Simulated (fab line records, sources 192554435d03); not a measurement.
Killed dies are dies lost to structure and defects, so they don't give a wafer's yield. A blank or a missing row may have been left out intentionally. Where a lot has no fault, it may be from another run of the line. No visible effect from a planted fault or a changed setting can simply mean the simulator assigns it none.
8D (eight disciplines) problem report, filled in by code | flow n5 finfet | the parts of the form that need people (team, actions taken, sign-off) are left out

== 1. THE ISSUE ==
run length s at N5_BEOL_M12_ETCH_68 reads a mean of 253.7 s on 9 wafers of 3 lots; wafers without a fault read 308.3 s with a standard deviation of 0.45. That is -99 or more standard deviations from the usual mean.
The step: etches SOC in N2/H2, time 285 s.
First seen on wafer L620.2, day 13 07:19, on rie diel-04. The record holds 33 wafers of 11 lots with a number at this step. The rule behind "out" and "out of limits": a value lying over 4 standard deviations away from the usual mean. The other wafers with a number count as sound.

== 2. WHAT IT IS AND WHAT IT IS NOT ==
question                    | is                     | is not
which readings at this step | run length s           | drypump motor current A, oes product au, rf vpp V, showerhead plenum p Torr, throttle valve pct
which lots                  | L620, L625, L626       | L612, L613, L614, L617, L623, L627, L628, L629
which wafers of those lots  | all that have a number | -
read on which tools         | rie diel-04            | rie diel-01, rie diel-02
when                        | from day 13 07:19      | up to then (12 sound wafers); but 12 sound wafers of L623, L627, L628, L629 came after

== 3. WHAT RULES OUT EACH SUSPECT ==
Counting: a tool at any process step up to the reading remains a suspect when it ran all the lots that are out and ran no sound lot after the first of those.
- rie diel-04 at N5_BEOL_M12_ETCH_59 (etches BARC in N2/H2, target depth 89 nm, overetch 26.7 nm, time 67.9 s): kept. All lots that are out passed through it, beginning with L620 at day 13 05:42, and no sound lot followed; its final sound lot before that point was L617 at day 11 20:13.
- rie diel-04 at N5_BEOL_M12_ETCH_68 (etches SOC in N2/H2, time 285 s): ruled out as a lasting fault. Sound lots L629 ran on it after its first lot that is out, L620 (day 13 07:19).
After counting, what remains is rie diel-04 at N5_BEOL_M12_ETCH_59.

== 4. THE CAUSE (what the simulator had put in) ==
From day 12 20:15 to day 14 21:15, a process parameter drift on rie diel-04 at N5_BEOL_M12_ETCH_68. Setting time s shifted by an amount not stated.
Counting left only this tool.

== 5. THE CHAIN OF EFFECTS, in route order ==
Each row: a reading whose mean over the struck wafers that have a number lies more than 3 standard deviations from the usual. Only readings for which the record gives a usual standard deviation are gone through. hours: the time from each lot's start at the first step in this table that gives one to its start at this step, as a median over the lots. sigmas: the change in usual standard deviations.
hours | step                | reading      | usual   | on struck wafers | change | sigmas
0     | N5_BEOL_M12_ETCH_68 | run length s | 308.3 s | 253.7            | -54.6  | -99 or more
Its process steps:
- N5_BEOL_M12_ETCH_68: etches SOC in N2/H2, time 285 s.

== 6. HOW IT WOULD HAVE BEEN CAUGHT EARLIER ==
11 hours passed between the start of the fault at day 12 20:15 and the first reading out of limits in this record, taken at day 13 07:19.
